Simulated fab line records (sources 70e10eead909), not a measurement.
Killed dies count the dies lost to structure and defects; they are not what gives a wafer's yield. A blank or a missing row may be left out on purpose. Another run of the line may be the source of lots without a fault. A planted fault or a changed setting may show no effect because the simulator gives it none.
Code-filled problem report in 8D (eight disciplines) form || flow nand harc || the parts of the form that need people (team, actions taken, sign-off) are left out

## 1. WHAT WENT WRONG
susceptor temp C at NHARC_A_CHANNEL_FILL_D1_ALD_15 reads a mean of 666.02 C on 6 wafers of 2 lots; wafers without a fault read 629.98 C with a standard deviation of 0.29. That is +99 or more standard deviations from the usual mean.
The step: deposits SiNx, target thk 2 nm, pulse time 60 s, ald cycles 19.
Seen first at day 15 06:28 on ald sin batch-02, wafer L541.1. Wafers with a number at this step in the record: 24, from 8 lots. The rule behind "out" and "out of limits": a value lying over 4 standard deviations away from the usual mean. The rest of the wafers with a number are treated as sound.

## 2. WHAT IT IS, WHAT IT ISN'T
{"question": "which readings at this step", "is": "susceptor temp C", "is not": "precursor pulse height rel"}
{"question": "which lots", "is": "L541, L542", "is not": "L530, L531, L532, L540, L550, L551"}
{"question": "which wafers of those lots", "is": "all that have a number", "is not": "-"}
{"question": "read on which tools", "is": "ald sin batch-02", "is not": "ald sin batch-01"}
{"question": "when", "is": "from day 15 06:28", "is not": "up to then (12 sound wafers); but 6 sound wafers of L550, L551 came after"}

## 3. THE SUSPECTS, EACH WITH WHAT RULES IT OUT
Counting: a tool stays on the suspect list if, at a process step up to the reading, it processed all lots that are out and no sound lot following the first of them.
- ald sin batch-02 at NHARC_A_CHANNEL_FILL_D1_ALD_15 (deposits SiNx, target thk 2 nm, pulse time 60 s, ald cycles 19): kept. Every lot that is out went through it, starting with L541 (day 15 06:28), and after that it ran no sound lot; the last sound lot it ran before then is L531 (day 10 15:02). On those wafers its own readings are out: susceptor temp C.
Left after counting: ald sin batch-02 at NHARC_A_CHANNEL_FILL_D1_ALD_15.

## 4. THE CAUSE (what the simulator had put in)
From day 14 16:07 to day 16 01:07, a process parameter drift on ald sin batch-02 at NHARC_A_CHANNEL_FILL_D1_ALD_15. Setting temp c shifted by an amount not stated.
After counting, this tool was the only one left.

## 5. THE CHAIN OF EFFECTS, in route order
Each row: a reading whose mean over the struck wafers that have a number lies more than 3 standard deviations from the usual. Only readings for which the record gives a usual standard deviation are gone through. hours: the time from each lot's start at the first step in this table that gives one to its start at this step, as a median over the lots. sigmas: the change in usual standard deviations.
{"hours": 0, "step": "NHARC_A_CHANNEL_FILL_D1_ALD_15", "reading": "susceptor temp C", "usual": "629.98 C", "on struck wafers": 666.02, "change": "+36.04", "sigmas": "+99 or more"}
Process steps it contains:
- NHARC_A_CHANNEL_FILL_D1_ALD_15: deposits SiNx, target thk 2 nm, pulse time 60 s, ald cycles 19.
Later measuring or inspecting steps at which every struck wafer that the step has a row for has a number for every such reading, and none has moved that far: NHARC_END_SORT_01.

## 6. HOW IT WOULD HAVE BEEN CAUGHT EARLIER
The fault began at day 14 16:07; the first out-of-limits reading in this record came at day 15 06:28, 14 hours later.
